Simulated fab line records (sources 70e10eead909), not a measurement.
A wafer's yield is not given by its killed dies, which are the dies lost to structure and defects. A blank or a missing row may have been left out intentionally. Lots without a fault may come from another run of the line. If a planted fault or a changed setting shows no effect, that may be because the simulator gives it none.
fab line records | flow nand-harc
[record] lots = 24 wafers = 72 last-day = 33
route steps=1302 shown P_ZERO_WELL@16 P_GATE@124 P_CONTACT@241
lots with no fault: from the same line, run without faults
start-h: the number of hours between the record's first day and the start of the first shown wafer of the lot | wait-h: how many hours have passed since the lot's step before this one | " the same as in the row above | L1.1+2: several wafers, shown together as one row | - no value, or no start given | * or withheld: withheld | < > ~ a bound
route shown NAME@n: NAME is a module with steps in the file, n the number in the route of the first one | usual: the fault-free wafers' mean and standard deviation | same: alike in all rows | chamber/n: place in a boat | sites: each site's reading | _std_site: standard deviation of those values | _edge_site: the outer-site mean with the inner-site mean subtracted | radius-mm: for every site, how far away it sits from the centre of the wafer | mask NAME#n: copy n | behind: the tool/chamber that last shaped the wafer | hold: the reason the lot was held/the length of the hold in hours/how it ended | device: whichever transistor did not switch (one of n, p or np) | end of line: at the end of the route, the tests of the same wafers | a step given without rows: its recipe and nothing more | killed: at the first sort, the dies lost to defects and structure; wafer yield is something else | map: a wafer's dies, marking killed ones x, the rest . and places with no die _
set.NAME: setting as actually run; set.NAME@STEP: the setting as run at that earlier step | model.NAME: the simulator's own value behind a step, which no gauge read
route steps across a sampled set of lots; one table per step, one row per wafer
services: a tool's chamber out of use, with start hour (start-h, from the record's first day; less than 0 if before it), hours out, and reason
[[steps]]
[step NHARC_P_ZERO_WELL_DESCUM_13]
[recipe] time-s = 3 o2-flow-sccm = 200 ar-flow-sccm = 0 bias-power-w = 0 chemistry = O2
[usual] drypump-motor-current-A = 5.8/0.53 oes-product-au = 1.003/0.0096 rf-vpp-V = 57.6/0.89 showerhead-plenum-p-Torr = 1.89/0.082 throttle-valve-pct = 11.311/0.0092
[same] bias-power-w = 0
// columns lot.wafer tool chamber start-h wait-h drypump-motor-current-A oes-product-au rf-hours-counter-h rf-vpp-V showerhead-plenum-p-Torr throttle-valve-pct
L074.2 rie-diel-03 3 21.59 - 5.4 1.008 29 56.9 1.86 11.296
L074.5 " 3 " " 5.4 1.013 - 56.7 1.86 11.308
L074.6 " 0 " " 6.2 1.011 - 59.0 1.88 11.301
L075.2 rie-diel-03 0 31.28 - 6.3 1.006 26 57.8 1.88 11.311
L075.1 " 3 " " 5.4 0.996 31 56.7 1.86 11.317
L075.5 " 0 " " 6.3 1.007 - 56.8 1.88 11.316
L076.1 rie-diel-07 2 41.42 - 5.9 1.017 30 55.9 1.84 11.289
L076.4 " 3 " " 6.3 1.028 29 58.2 2.02 11.309
L076.6 " 0 " " 5.6 0.993 - 57.1 1.84 11.313
L077.4 rie-diel-07 2 51.28 - 6.0 1.013 32 57.1 1.84 11.312
L077.5 " 2 " " 6.0 1.003 - 58.1 1.84 11.310
L077.6 " 3 " " 6.3 1.021 - 57.2 2.02 11.308
L078.2 rie-diel-10 0 61.29 - 5.6 0.988 58 58.4 1.96 11.312
L078.1 " 1 " " 6.4 0.993 57 57.6 1.86 11.309
L078.5 " 3 " " 4.7 1.010 - 58.6 1.97 11.312
L079.2 rie-diel-03 2 71.28 - 5.2 1.011 40 59.6 2.03 11.303
L079.3 " 3 " " 5.4 1.008 46 57.3 1.86 11.312
L079.6 " 0 " " 6.3 1.008 - 57.2 1.87 11.327
L080.4 rie-diel-10 3 81.27 - 4.6 0.994 1 58.3 1.97 11.307
L080.1 " 0 " " 5.5 0.991 1 59.0 1.96 11.319
L080.6 " 3 " " 4.6 1.004 - 59.0 1.97 11.322
L081.1 rie-diel-03 3 91.27 - 5.4 1.001 57 58.1 1.86 11.307
L081.3 " 0 " " 6.3 1.009 53 58.4 1.87 11.310
L081.5 " 3 " " 5.4 1.011 - 58.0 1.86 11.309
L082.2 rie-diel-07 2 101.47 - 6.0 1.017 44 56.3 1.83 11.302
L082.1 " 3 " " 6.3 1.019 48 58.9 2.01 11.320
L082.4 " 1 " " 6.1 1.006 40 57.8 1.99 11.301
L083.3 rie-diel-07 0 111.42 - 5.6 0.998 53 58.6 1.83 11.319
L083.2 " 1 " " 6.1 1.014 44 56.1 1.99 11.310
L083.5 " 2 " " 5.9 1.005 - 58.4 1.83 11.311
L084.3 rie-diel-10 2 121.65 - 6.1 0.989 15 56.2 1.79 11.298
L084.6 " 0 " " 5.5 0.995 - 58.6 1.95 11.336
L084.5 " 1 " " 6.5 0.991 - 57.3 1.85 11.307
L085.2 rie-diel-10 3 131.28 - 4.7 0.999 15 59.1 1.96 11.301
L085.3 " 0 " " 5.5 1.005 18 59.0 1.95 11.312
L085.5 " 3 " " 4.6 0.988 - 56.7 1.96 11.303
L086.1 rie-diel-07 3 141.26 - 6.3 1.009 2 58.5 2.01 11.306
L086.3 " 2 " " 6.0 1.008 3 57.3 1.83 11.315
L086.6 " 3 " " 6.3 1.008 - 57.3 2.01 11.320
L087.3 rie-diel-03 2 151.39 - 5.2 0.993 10 58.9 2.02 11.304
L087.2 " 1 " " 6.2 1.005 10 57.0 1.79 11.287
L087.5 " 3 " " 5.3 1.008 - 56.7 1.85 11.305
L088.2 rie-diel-03 1 161.27 - 6.2 0.997 14 55.2 1.79 11.318
L088.3 " 0 " " 6.3 0.990 10 57.7 1.87 11.285
L088.6 " 1 " " 6.2 0.996 - 56.7 1.79 11.311
L089.3 rie-diel-10 0 171.40 - 5.5 0.999 34 58.2 1.95 11.298
L089.4 " 1 " " 6.4 0.993 29 58.3 1.85 11.325
L089.2 " 2 " " 6.2 0.987 30 57.4 1.78 11.311
L090.4 rie-diel-03 2 181.28 - 5.2 0.991 21 57.2 2.02 11.313
L090.3 " 3 " " 5.4 1.010 21 57.0 1.85 11.308
L090.5 " 2 " " 5.2 0.992 - 58.3 2.02 11.310
L091.2 rie-diel-07 1 191.39 - 6.1 1.010 18 58.3 1.98 11.328
L091.6 " 1 " " 6.1 1.020 - 58.1 1.98 11.323
L091.5 " 2 " " 6.0 1.002 - 58.2 1.82 11.303
L092.1 rie-diel-07 3 201.41 - 6.3 0.997 22 58.3 2.00 11.310
L092.4 " 0 " " 5.6 1.010 9 58.2 1.82 11.306
L092.5 " 2 " " 6.0 1.011 - 56.4 1.82 11.320
L093.1 rie-diel-10 3 211.39 - 4.6 1.025 45 58.9 1.95 11.310
L093.5 " 3 " " 4.6 1.010 - 58.2 1.95 11.327
L093.6 " 0 " " 5.5 0.999 - 57.1 1.94 11.287
L094.2 rie-diel-10 0 221.41 - 5.6 1.006 50 59.0 1.94 11.321
L094.3 " 2 " " 6.1 0.989 51 56.8 1.78 11.298
L094.5 " 3 " " 4.6 1.003 - 57.8 1.95 11.319
L095.3 rie-diel-03 0 231.27 - 6.3 1.004 30 58.2 1.86 11.313
L095.4 " 2 " " 5.2 1.001 37 57.7 2.01 11.306
L095.5 " 1 " " 6.2 1.014 - 57.2 1.78 11.309
L096.1 rie-diel-03 1 241.35 - 6.2 0.992 40 56.7 1.78 11.305
L096.3 " 2 " " 5.2 1.001 40 57.4 2.01 11.329
L096.5 " 0 " " 6.3 0.996 - 58.3 1.86 11.321
L097.2 rie-diel-03 3 251.91 - 5.4 1.003 42 56.7 1.84 11.317
L097.6 " 3 " " 5.4 1.006 - 56.9 1.84 11.295
L097.4 " 0 " " 6.2 1.001 - 59.1 1.86 11.323
[step NHARC_P_ZERO_WELL_CD_MEAS_24]
[recipe] target-cd-nm = 720 landing-energy-ev = 500
[usual] cd-nm = 719.7/1.6
// columns lot.wafer tool chamber start-h wait-h cd-nm
L074.2 cd-sem-01 0 22.81 - 720.5
L074.5 " 0 " " 719.2
L074.6 " 0 " " 721.3
L075.1 cd-sem-03 0 32.34 - 720.0
L075.2 " 0 " " 719.3
L075.5 " 0 " " 720.1
L076.1 cd-sem-02 0 42.52 - 718.9
L076.4 " 0 " " 720.6
L076.6 " 0 " " 723.0
L077.4 cd-sem-01 0 52.35 - 719.4
L077.5 " 0 " " 720.4
L077.6 " 0 " " 721.9
L078.1 cd-sem-01 0 62.50 - 721.7
L078.2 " 0 " " 718.3
L078.5 " 0 " " 719.7
L079.2 cd-sem-03 0 72.33 - 718.9
L079.3 " 0 " " 720.3
L079.6 " 0 " " 718.0
L080.1 cd-sem-01 0 82.35 - 715.9
L080.4 " 0 " " 716.4
L080.6 " 0 " " 719.3
L081.1 cd-sem-03 0 92.66 - 721.1
L081.3 " 0 " " 716.4
L081.5 " 0 " " 717.5
L082.1 cd-sem-02 0 102.76 - 720.7
L082.2 " 0 " " 717.7
L082.4 " 0 " " 719.9
L083.2 cd-sem-03 0 112.46 - 720.2
L083.3 " 0 " " 720.6
L083.5 " 0 " " 719.3
L084.3 cd-sem-01 0 122.82 - 720.6
L084.5 " 0 " " 720.0
L084.6 " 0 " " 719.2
L085.2 cd-sem-01 0 132.46 - 719.6
L085.3 " 0 " " 717.2
L085.5 " 0 " " 720.5
L086.1 cd-sem-02 0 142.52 - 721.3
L086.3 " 0 " " 719.2
L086.6 " 0 " " 721.2
L087.2 cd-sem-02 0 152.79 - 722.6
L087.3 " 0 " " 720.6
L087.5 " 0 " " 719.2
L088.2 cd-sem-01 0 162.45 - 721.3
L088.3 " 0 " " 719.3
L088.6 " 0 " " 722.5
L089.2 cd-sem-01 0 172.58 - 719.3
L089.3 " 0 " " 719.8
L089.4 " 0 " " 717.7
L090.3 cd-sem-01 0 182.89 - 719.7
L090.4 " 0 " " 718.9
L090.5 " 0 " " 718.1
L091.2 cd-sem-02 0 192.45 - 719.4
L091.5 " 0 " " 720.5
L091.6 " 0 " " 719.1
L092.1 cd-sem-02 0 202.49 - 719.1
L092.4 " 0 " " 719.6
L092.5 " 0 " " 718.7
L093.1 cd-sem-03 0 212.45 - 720.7
L093.5 " 0 " " 718.6
L093.6 " 0 " " 719.0
L094.2 cd-sem-03 0 222.60 - 719.5
L094.3 " 0 " " 717.6
L094.5 " 0 " " 721.5
L095.3 cd-sem-01 0 232.48 - 721.0
L095.4 " 0 " " 719.9
L095.5 " 0 " " 722.6
L096.1 cd-sem-01 0 242.46 - 718.6
L096.3 " 0 " " 718.1
L096.5 " 0 " " 718.0
L097.2 cd-sem-01 0 253.57 - 723.5
L097.4 " 0 " " 718.6
L097.6 " 0 " " 720.8
[step NHARC_P_GATE_DESCUM_13]
[recipe] time-s = 3 o2-flow-sccm = 200 ar-flow-sccm = 0 bias-power-w = 0 chemistry = O2
[usual] drypump-motor-current-A = 5.8/0.36 oes-product-au = 0.997/0.0093 rf-vpp-V = 57.8/0.87 showerhead-plenum-p-Torr = 1.93/0.084 throttle-valve-pct = 11.311/0.0086
[same] bias-power-w = 0
// columns lot.wafer tool chamber start-h wait-h drypump-motor-current-A oes-product-au rf-hours-counter-h rf-vpp-V showerhead-plenum-p-Torr throttle-valve-pct
L074.2 rie-diel-02 2 90.15 - 5.9 0.988 1.9 58.3 1.84 11.293
L074.5 " 1 " " 5.6 0.994 - 59.1 1.99 11.294
L074.6 " 2 " " 5.9 1.009 - 57.6 1.84 11.310
L075.2 rie-diel-13 1 98.53 - 5.7 0.990 7.2 58.0 1.90 11.307
L075.1 " 0 " " 5.3 0.997 7.0 59.1 1.96 11.301
L075.5 " 1 " " 5.7 1.006 - 57.6 1.90 11.319
L076.4 rie-diel-13 0 108.37 - 5.3 0.993 7.6 57.8 1.96 11.295
L076.1 " 2 " " 5.4 0.993 8.6 57.5 2.06 11.318
L076.6 " 0 " " 5.2 0.997 - 57.8 1.96 11.303
L077.4 rie-diel-02 0 108.54 - 5.7 1.000 3.2 57.7 2.03 11.316
L077.6 " 2 " " 5.9 0.991 - 56.4 1.84 11.323
L077.5 " 3 " " 5.8 0.990 - 56.3 1.96 11.310
L078.2 rie-diel-13 2 126.39 - 5.4 0.988 9.8 57.3 2.06 11.299
L078.1 " 1 " " 5.8 0.998 9.6 57.3 1.90 11.313
L078.5 " 2 " " 5.4 0.992 - 57.9 2.06 11.314
L079.2 rie-diel-02 1 131.50 - 5.6 0.994 5.3 57.7 1.98 11.315
L079.3 " 2 " " 5.9 0.990 5.1 57.6 1.84 11.320
L079.6 " 0 " " 5.8 0.990 - 58.3 2.03 11.315
L080.1 rie-diel-06 0 144.42 - 6.6 1.006 0.1 59.6 1.81 11.303
L080.4 " 1 " " 6.0 1.002 0.1 56.7 1.81 11.315
L080.6 " 0 " " 6.6 1.006 - 57.4 1.81 11.307
L082.2 rie-diel-02 0 161.89 - 5.8 1.001 5.3 57.8 2.03 11.294
L082.4 " 2 " " 5.9 1.003 6.4 58.1 1.84 11.300
L082.1 " 3 " " 5.8 1.000 5.2 57.0 1.95 11.314
L081.3 rie-diel-13 3 162.05 - 6.4 1.006 10.6 58.9 1.82 11.309
L081.1 " 2 " " 5.4 0.995 11.2 59.1 2.06 11.304
L081.5 " 3 " " 6.4 0.992 - 57.9 1.82 11.299
L083.3 rie-diel-02 3 179.41 - 5.8 0.994 5.7 58.9 1.96 11.320
L083.2 " 0 " " 5.8 1.000 5.8 58.8 2.03 11.317
L083.5 " 3 " " 5.8 0.989 - 57.2 1.96 11.322
L084.3 rie-diel-06 0 179.56 - 6.6 0.998 2.1 55.6 1.81 11.311
L084.6 " 3 " " 5.4 0.996 - 57.8 1.96 11.303
L084.5 " 0 " " 6.6 0.985 - 58.0 1.81 11.304
L085.2 rie-diel-02 1 198.11 - 5.6 0.983 8.5 57.0 1.98 11.324
L085.3 " 2 " " 5.9 0.993 9.0 57.2 1.84 11.319
L085.5 " 3 " " 5.8 0.989 - 58.1 1.95 11.308
L086.1 rie-diel-02 0 203.36 - 5.7 0.978 7.8 59.1 2.03 11.338
L086.3 " 3 " " 5.8 0.982 7.7 56.4 1.95 11.304
L086.6 " 1 " " 5.6 0.977 - 59.5 1.98 11.317
L087.3 rie-diel-02 3 208.60 - 5.8 1.003 7.7 57.0 1.95 11.313
L087.2 " 1 " " 5.6 0.991 8.7 57.8 1.98 11.302
L087.5 " 3 " " 5.8 0.999 - 58.1 1.95 11.305
L089.3 rie-diel-06 0 225.67 - 6.6 0.990 5.0 57.3 1.80 11.305
L089.4 " 1 " " 5.9 1.006 5.1 58.3 1.81 11.305
L089.2 " 3 " " 5.4 0.989 6.6 58.3 1.96 11.326
L088.2 rie-diel-02 0 225.71 - 5.8 1.000 0 57.7 2.03 11.303
L088.3 " 2 " " 5.9 0.996 0 58.2 1.84 11.314
L088.6 " 1 " " 5.6 0.986 - 59.6 1.98 11.314
L090.3 rie-diel-13 0 243.44 - 5.2 1.000 2.6 59.0 1.96 11.311
L090.4 " 3 " " 6.5 1.008 - 57.5 1.82 11.324
L090.5 " 0 " " 5.2 0.996 - 57.2 1.96 11.312
L091.2 rie-diel-02 0 254.58 - 5.8 0.999 2.1 57.9 2.03 11.297
L091.6 " 1 " " 5.6 0.996 - 57.9 1.98 11.331
L091.5 " 2 " " 5.9 0.992 - 55.7 1.84 11.308
L092.1 rie-diel-13 2 261.85 - 5.4 1.000 1.9 58.7 2.06 11.319
L092.4 " 3 " " 6.5 1.016 4.0 56.9 1.82 11.308
L092.5 " 3 " " 6.5 1.020 - 58.8 1.82 11.321
L093.1 rie-diel-02 2 278.52 - 5.9 0.996 3.5 57.3 1.84 11.305
L093.5 " 2 " " 5.9 0.994 - 57.6 1.84 11.314
L093.6 " 3 " " 5.8 0.998 - 57.4 1.95 11.319
L094.2 rie-diel-06 0 290.19 - 6.6 1.010 9.4 57.6 1.80 11.318
L094.3 " 1 " " 5.9 1.007 8.2 56.8 1.81 11.333
L094.5 " 0 " " 6.6 1.015 - 57.4 1.80 11.298
L095.4 rie-diel-13 0 290.39 - 5.2 1.009 4.9 57.5 1.96 11.319
L095.3 " 1 " " 5.7 0.984 4.9 57.1 1.90 11.320
L095.5 " 3 " " 6.5 1.015 - 57.4 1.82 11.321
L096.1 rie-diel-02 2 303.05 - 5.9 0.990 4.5 57.5 1.84 11.310
L096.3 " 3 " " 5.8 0.989 4.5 57.2 1.95 11.314
L096.5 " 0 " " 5.8 1.009 - 59.5 2.03 11.306
L097.2 rie-diel-13 2 308.97 - 5.4 0.996 4.1 58.1 2.06 11.306
L097.4 " 1 " " 5.8 0.980 5.6 57.0 1.90 11.305
L097.6 " 3 " " 6.5 1.012 - 56.3 1.82 11.301
[step NHARC_P_GATE_ETCH_114]
[recipe] target-depth-a = 300 overetch-a = 30 time-s = 16.5 ion-energy-ev = 100 cf4-flow-sccm = 80 o2-flow-sccm = 20 ar-flow-sccm = 0 rf-w = 300 bias-w = 100 chemistry = CF4/O2
[usual] drypump-motor-current-A = 5.9/0.4 oes-product-au = 1.000/0.011 rf-vpp-V = 197.5/1.5 showerhead-plenum-p-Torr = 1.33/0.058 throttle-valve-pct = 13.398/0.0078
// columns lot.wafer tool chamber start-h wait-h drypump-motor-current-A oes-product-au rf-hours-counter-h rf-vpp-V showerhead-plenum-p-Torr throttle-valve-pct
L074.2 rie-diel-06 2 - - 5.8 1.008 7.5 197.8 1.31 13.392
L074.5 " 3 " " 5.4 1.003 - 197.5 1.37 13.411
L074.6 " 0 " " 6.6 1.019 - 196.8 1.26 13.399
L075.1 rie-diel-02 0 - - 5.8 0.996 3.3 200.5 1.42 13.399
L075.2 " 1 " " 5.6 0.979 3.8 199.5 1.38 13.401
L075.5 " 3 " " 5.8 0.977 - 197.9 1.36 13.387
L076.1 rie-diel-06 0 - - 6.6 1.027 8.2 197.0 1.26 13.397
L076.4 " 1 " " 5.9 1.008 8.2 195.9 1.26 13.408
L076.6 " 1 " " 5.9 1.011 - 195.8 1.26 13.408
L077.4 rie-diel-06 2 - - 5.9 1.011 8.6 196.1 1.31 13.392
L077.5 " 0 " " 6.6 1.013 - 195.9 1.26 13.398
L077.6 " 1 " " 5.9 0.998 - 196.4 1.26 13.401
L078.2 rie-diel-02 3 - - 5.8 1.018 4.9 197.4 1.36 13.395
L078.1 " 0 " " 5.8 1.004 5.0 200.1 1.42 13.399
L078.5 " 0 " " 5.8 0.995 - 198.4 1.42 13.394
L079.3 rie-diel-02 2 - - 5.9 0.997 6.3 197.3 1.29 13.398
L079.2 " 3 " " 5.8 1.006 5.1 198.7 1.36 13.392
L079.6 " 3 " " 5.8 1.000 - 197.3 1.36 13.404
L080.1 rie-diel-02 2 - - 5.9 0.995 6.4 195.9 1.29 13.393
L080.4 " 3 " " 5.8 0.999 5.2 198.1 1.36 13.405
L080.6 " 1 " " 5.6 0.996 - 199.6 1.38 13.406
L081.1 rie-diel-13 0 - - 5.2 0.997 0.1 198.3 1.37 13.382
L081.3 " 1 " " 5.8 0.998 0.1 196.7 1.33 13.400
L081.5 " 3 " " 6.5 1.015 - 194.7 1.27 13.403
L082.1 rie-diel-02 1 - - 5.6 0.993 6.5 197.3 1.38 13.386
L082.2 " 2 " " 5.8 0.991 6.8 197.1 1.29 13.403
L082.4 " 0 " " 5.8 1.000 5.7 198.3 1.42 13.388
L084.3 rie-diel-06 0 - - 6.6 0.989 2.7 195.4 1.26 13.385
L084.5 " 3 " " 5.5 0.994 - 199.0 1.37 13.410
L084.6 " 0 " " 6.6 1.000 - 196.4 1.26 13.402
L083.3 rie-diel-13 0 - - 5.3 0.989 1.7 199.4 1.37 13.406
L083.2 " 1 " " 5.7 0.999 1.2 196.0 1.33 13.402
L083.5 " 2 " " 5.4 0.993 - 199.2 1.43 13.393
L085.3 rie-diel-13 3 - - 6.5 1.012 2.5 196.3 1.27 13.384
L085.2 " 0 " " 5.3 0.991 2.6 198.3 1.37 13.401
L085.5 " 3 " " 6.5 1.015 - 196.4 1.27 13.392
L086.3 rie-diel-06 3 - - 5.4 1.000 5.8 198.2 1.37 13.398
L086.1 " 0 " " 6.6 0.999 4.2 196.0 1.26 13.404
L086.6 " 3 " " 5.4 0.980 - 198.7 1.37 13.399
L087.2 rie-diel-06 0 - - 6.6 1.008 5.0 196.6 1.26 13.406
L087.3 " 2 " " 5.9 1.013 6.6 196.6 1.31 13.410
L087.5 " 3 " " 5.4 0.992 - 199.6 1.37 13.401
L088.3 rie-diel-06 3 - - 5.4 1.007 8.2 199.2 1.36 13.401
L088.2 " 0 " " 6.6 1.006 7.0 196.2 1.26 13.400
L088.6 " 3 " " 5.4 1.005 - 199.1 1.37 13.400
L089.3 rie-diel-02 3 - - 5.8 0.997 1.7 198.2 1.36 13.397
L089.4 " 0 " " 5.8 0.989 2.0 198.7 1.41 13.388
L089.2 " 1 " " 5.6 0.989 2.5 197.6 1.38 13.395
L090.4 rie-diel-02 2 - - 5.9 0.997 2.5 196.1 1.28 13.388
L090.3 " 0 " " 5.8 1.006 2.3 198.8 1.41 13.389
L090.5 " 3 " " 5.8 0.991 - 197.6 1.36 13.394
L091.2 rie-diel-06 0 - - 6.6 1.012 9.0 195.7 1.26 13.387
L091.6 " 1 " " 5.9 1.011 - 196.1 1.26 13.402
L091.5 " 2 " " 5.9 1.011 - 196.3 1.31 13.410
L092.4 rie-diel-06 1 - - 5.9 0.988 7.9 197.8 1.26 13.395
L092.1 " 3 " " 5.4 0.997 10.0 198.1 1.36 13.399
L092.5 " 1 " " 5.9 1.008 - 197.4 1.26 13.396
L093.1 rie-diel-13 0 - - 5.2 0.997 5.0 198.3 1.37 13.395
L093.6 " 2 " " 5.4 0.987 - 198.6 1.43 13.406
L093.5 " 3 " " 6.5 1.006 - 196.7 1.27 13.405
L094.3 rie-diel-06 0 - - 6.6 1.008 10.2 196.8 1.26 13.397
L094.2 " 2 " " 5.9 1.020 11.2 196.4 1.31 13.402
L094.5 " 1 " " 5.9 1.003 - 196.3 1.26 13.412
L095.3 rie-diel-13 1 - - 5.8 0.992 5.5 197.7 1.33 13.395
L095.4 " 3 " " 6.5 1.014 5.6 196.1 1.27 13.402
L095.5 " 1 " " 5.8 0.997 - 197.8 1.33 13.405
L096.1 rie-diel-13 2 - - 5.4 0.984 4.3 199.0 1.43 13.381
L096.3 " 3 " " 6.5 1.016 5.8 195.7 1.27 13.408
L096.5 " 3 " " 6.5 1.025 - 197.0 1.27 13.400
L097.2 rie-diel-06 2 - - 5.9 1.006 0.2 196.6 1.31 13.401
L097.4 " 0 " " 6.6 1.014 0.2 195.7 1.26 13.396
L097.6 " 1 " " 5.9 0.992 - 196.0 1.26 13.401
[step NHARC_P_GATE_DEGAS_109]
[recipe] temp-c = 300 time-s = 60
[usual] heater-power-w = 503/37
// columns lot.wafer tool chamber start-h wait-h heater-power-w
L074.2 pvd-sputter-01 - 124.26 0.1 540
L074.6 " - " " 526
L074.5 " - " " 519
L075.2 pvd-sputter-03 - 129.61 0.1 457
L075.1 " - " " 433
L075.5 " - " " 470
L076.1 pvd-sputter-03 - 143.66 0.1 423
L076.4 " - " " 439
L076.6 " - " " 486
L077.4 pvd-sputter-01 - 144.37 0.1 509
L077.5 " - " " 491
L077.6 " - " " 513
L078.2 pvd-sputter-02 - 158.92 0.1 536
L078.1 " - " " 534
L078.5 " - " " 525
L079.2 pvd-sputter-01 - 165.32 0.1 498
L079.3 " - " " 511
L079.6 " - " " 539
L080.4 pvd-sputter-01 - 176.30 0.1 517
L080.1 " - " " 528
L080.6 " - " " 517
L081.3 pvd-sputter-01 - 193.37 0.1 527
L081.1 " - " " 540
L081.5 " - " " 526
L082.4 pvd-sputter-02 - 194.10 0.1 517
L082.2 " - " " 522
L082.1 " - " " 530
L084.3 pvd-sputter-02 - 210.39 0.1 519
L084.5 " - " " 476
L084.6 " - " " 514
L083.3 pvd-sputter-01 - 210.87 0.1 519
L083.2 " - " " 528
L083.5 " - " " 541
L085.2 pvd-sputter-02 - 232.26 0.1 543
L085.3 " - " " 514
L085.5 " - " " 535
L086.1 pvd-sputter-03 - 238.17 0.1 477
L086.3 " - " " 508
L086.6 " - " " 433
L087.3 pvd-sputter-02 - 240.75 0.1 516
L087.2 " - " " 471
L087.5 " - " " 543
L088.2 pvd-sputter-03 - 257.86 0.1 422
L088.3 " - " " 418
L088.6 " - " " 498
L089.4 pvd-sputter-02 - 258.64 0.1 518
L089.2 " - " " 471
L089.3 " - " " 522
L090.3 pvd-sputter-01 - 277.57 0.1 548
L090.4 " - " " 508
L090.5 " - " " 542
L091.2 pvd-sputter-01 - 288.54 0.1 551
L091.5 " - " " 489
L091.6 " - " " 517
L092.1 pvd-sputter-03 - 293.14 0.1 472
L092.4 " - " " 435
L092.5 " - " " 475
L093.1 pvd-sputter-02 - 314.63 0.1 514
L093.6 " - " " 550
L093.5 " - " " 473
L094.3 pvd-sputter-02 - 321.16 0.1 525
L094.2 " - " " 485
L094.5 " - " " 527
L095.4 pvd-sputter-03 - 321.46 0.1 466
L095.3 " - " " 429
L095.5 " - " " 416
L096.1 pvd-sputter-01 - 335.26 0.1 535
L096.3 " - " " 483
L096.5 " - " " 538
L097.2 pvd-sputter-02 - 343.34 0.1 555
L097.4 " - " " 532
L097.6 " - " " 555
[step NHARC_P_CONTACT_CD_MEAS_19]
[usual] cd-nm = 90.2/1.4
// columns lot.wafer tool chamber start-h wait-h cd-nm
L074.2 cd-sem-03 - 127.74 - 92.5
L074.5 " - " " 89.3
L074.6 " - " " 89.4
L075.1 cd-sem-03 - 133.23 - 91.7
L075.2 " - " " 91.9
L075.5 " - " " 92.6
L076.1 cd-sem-03 - 147.28 - 90.0
L076.4 " - " " 89.2
L076.6 " - " " 88.7
L077.4 cd-sem-03 - 147.99 - 89.7
L077.5 " - " " 90.9
L077.6 " - " " 91.6
L078.1 cd-sem-03 - 162.55 - 87.7
L078.2 " - " " 89.7
L078.5 " - " " 88.2
L079.2 cd-sem-01 - 168.92 - 89.4
L079.3 " - " " 90.4
L079.6 " - " " 90.7
L080.1 cd-sem-03 - 179.95 - 92.8
L080.4 " - " " 90.4
L080.6 " - " " 90.6
L081.1 cd-sem-02 - 197.00 - 88.3
L081.3 " - " " 90.2
L081.5 " - " " 89.4
L082.1 cd-sem-02 - 197.72 - 90.8
L082.2 " - " " 92.5
L082.4 " - " " 90.5
L084.3 cd-sem-01 - 213.89 - 90.4
L084.5 " - " " 88.9
L084.6 " - " " 91.5
L083.2 cd-sem-03 - 214.50 - 89.5
L083.3 " - " " 88.5
L083.5 " - " " 89.9
L085.2 cd-sem-02 - 235.91 - 91.7
L085.3 " - " " 89.1
L085.5 " - " " 90.7
L086.1 cd-sem-02 - 241.80 - 89.9
L086.3 " - " " 90.4
L086.6 " - " " 89.0
L087.2 cd-sem-03 - 244.36 - 90.3
L087.3 " - " " 91.8
L087.5 " - " " 91.9
L088.2 cd-sem-03 - 261.38 - 90.6
L088.3 " - " " 91.5
L088.6 " - " " 91.1
L089.2 cd-sem-02 - 262.27 - 88.6
L089.3 " - " " 89.0
L089.4 " - " " 91.1
L090.3 cd-sem-02 - 281.07 - 87.6
L090.4 " - " " 89.2
L090.5 " - " " 90.4
L091.2 cd-sem-01 - 292.04 - 90.1
L091.5 " - " " 91.7
L091.6 " - " " 88.1
L092.1 cd-sem-02 - 296.95 - 89.9
L092.4 " - " " 90.2
L092.5 " - " " 92.2
L093.1 cd-sem-01 - 318.36 - 93.1
L093.5 " - " " 90.6
L093.6 " - " " 89.7
L094.2 cd-sem-03 - 324.78 - 90.6
L094.3 " - " " 92.1
L094.5 " - " " 92.3
L095.3 cd-sem-02 - 325.10 - 89.9
L095.4 " - " " 91.6
L095.5 " - " " 90.4
L096.1 cd-sem-02 - 339.02 - 87.4
L096.3 " - " " 91.2
L096.5 " - " " 90.8
L097.2 cd-sem-01 - 346.98 - 88.9
L097.4 " - " " 90.3
L097.6 " - " " 89.6
[[services]]
// columns tool chamber start-h hours kind
rie-diel-03 1 0.61 8.2 repair
rie-diel-03 1 15.59 6.3 repair
rie-diel-02 3 35.04 4.5 repair
rie-diel-02 - 39.70 9.0 pm
rie-diel-03 2 42.36 9.5 repair
rie-diel-06 1 105.97 3.8 repair
rie-diel-02 - 115.84 0.9 repair
rie-diel-13 0 119.54 2.7 repair
rie-diel-02 - 120.18 4.4 repair
rie-diel-06 - 130.20 9.0 pm
rie-diel-02 1 138.80 16.8 repair
rie-diel-13 - 165.00 9.0 pm
rie-diel-02 2 200.61 24.7 repair
rie-diel-13 2 201.24 54.4 repair
rie-diel-02 - 216.70 9.0 pm
rie-diel-13 - 222.33 19.4 repair
rie-diel-06 1 228.87 3.5 repair
rie-diel-02 1 296.97 14.7 repair
rie-diel-13 - 296.98 0.4 repair
rie-diel-02 3 303.30 1.6 repair
rie-diel-06 - 307.20 9.0 pm
rie-diel-06 1 329.53 7.0 repair
rie-diel-06 0 337.37 7.7 repair
rie-diel-13 - 342.00 9.0 pm
[[key]]
fault none
